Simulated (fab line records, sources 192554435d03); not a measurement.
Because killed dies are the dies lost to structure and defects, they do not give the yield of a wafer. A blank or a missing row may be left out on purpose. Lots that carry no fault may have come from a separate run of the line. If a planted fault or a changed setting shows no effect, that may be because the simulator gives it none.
The tool behind it: which one? -- flow n5_finfet -- 34 wafers from 12 lots sampled at 2 of the route's 1938 steps

## WHAT THE GAUGES SHOWED, per wafer
N5_BEOL_M11_THK_MEAS_01.
lot,measured,on,M11_ILD_THK (nm)
L497,day 11 17:21,film_metro-02,267 267 269
L500,day 12 22:50,film_metro-02,270 270 274
L506,day 13 15:14,film_metro-02,268 275
L505,day 13 17:14,film_metro-02,267 268 270
L504,day 14 12:55,film_metro-01,258 255 271
L507,day 14 15:56,film_metro-01,262 264 266
L512,day 15 20:29,film_metro-02,268 273
L514,day 15 21:56,film_metro-01,267 271 270
L513,day 17 03:01,film_metro-02,268 268 276
L519,day 17 18:37,film_metro-02,267 274 272
L520,day 18 02:42,film_metro-01,266 271 269
L518,day 18 09:59,film_metro-01,266 265 265

## TOOL THAT RAN EACH LOT (tool first, then ch and the chambers of the sampled wafers, then the start)
lot,N5_BEOL_M10_CMP_52
L497,"cmp-01 ch 1,2, day 11 16:16"
L500,"cmp-03 ch 0,2,3, day 12 21:47"
L506,"cmp-02 ch 2, day 13 14:08"
L505,"cmp-03 ch 0,1,2, day 13 16:13"
L504,"cmp-03 ch 0,1,3, day 14 11:49"
L507,"cmp-01 ch 0,1, day 14 14:51"
L512,"cmp-02 ch 1,2, day 15 19:26"
L514,"cmp-02 ch 1,2, day 15 20:53"
L513,"cmp-03 ch 0,3, day 17 01:56"
L519,"cmp-02 ch 0,1,2, day 17 17:31"
L520,"cmp-03 ch 0,3, day 18 01:06"
L518,"cmp-02 ch 0,2,3, day 18 08:28"
- N5_BEOL_M10_CMP_52: polishes, stops on SiCOH lowk, t overpolish 7 s, target thk 140 nm.

## AS READ BY THE TOOLS THEMSELVES (means over the sampled wafers that have a number; for cases with no such wafer, the mark the record gives instead)
N5_BEOL_M10_CMP_52.
lot,tool,barrier_field_endpoint_s (s),motor_current_A (A),overpolish_run_s (s),platen_rpm (rpm),time_to_endpoint_s (s)
L497,cmp-01,27.3,5.7,6.991,50.03,59
L500,cmp-03,28.4,6.2,6.997,50.02,66
L506,cmp-02,28.4,5.2,7.002,50.00,64
L505,cmp-03,28.1,6.4,7.001,50.02,66
L504,cmp-03,28.8,6.3,7.004,49.99,68
L507,cmp-01,27.4,5.9,7.004,50.02,60
L512,cmp-02,28.6,5.7,6.996,49.98,64
L514,cmp-02,28.6,5.8,7.007,49.99,67
L513,cmp-03,29.3,6.3,6.996,50.00,67
L519,cmp-02,28.3,6.3,7.003,49.97,69
L520,cmp-03,28.0,6.2,7.002,49.99,64
L518,cmp-02,29.8,6.3,6.999,50.02,69

## THE ANSWER, worked out from the rows above alone
Rule: the usual values come from the lots themselves. The widest of any qualifying gaps counts: lots, ordered by their means at a reading, are off when they make up no more than a third of the lots, leave a main group of 4 or more, and stand apart from it by 3 or more times the standard deviation of that group's means. The tables above print the reading to a certain number of digits; a main group whose means all agree to those digits is not used. Also off: a lot with no number at a reading for which 4 or more lots have one. Any other lot the step has rows for is counted as sound. First the gauges in route order, then the tools' own readings, where a lot's mean is used as printed above. The first step at which some lot is off is used, and at that step the reading that is off furthest; a lot without a number counts as furthest.
None of the lots is off at any reading shown; this tells nothing.

## WHAT THE SIMULATOR HAD PUT IN
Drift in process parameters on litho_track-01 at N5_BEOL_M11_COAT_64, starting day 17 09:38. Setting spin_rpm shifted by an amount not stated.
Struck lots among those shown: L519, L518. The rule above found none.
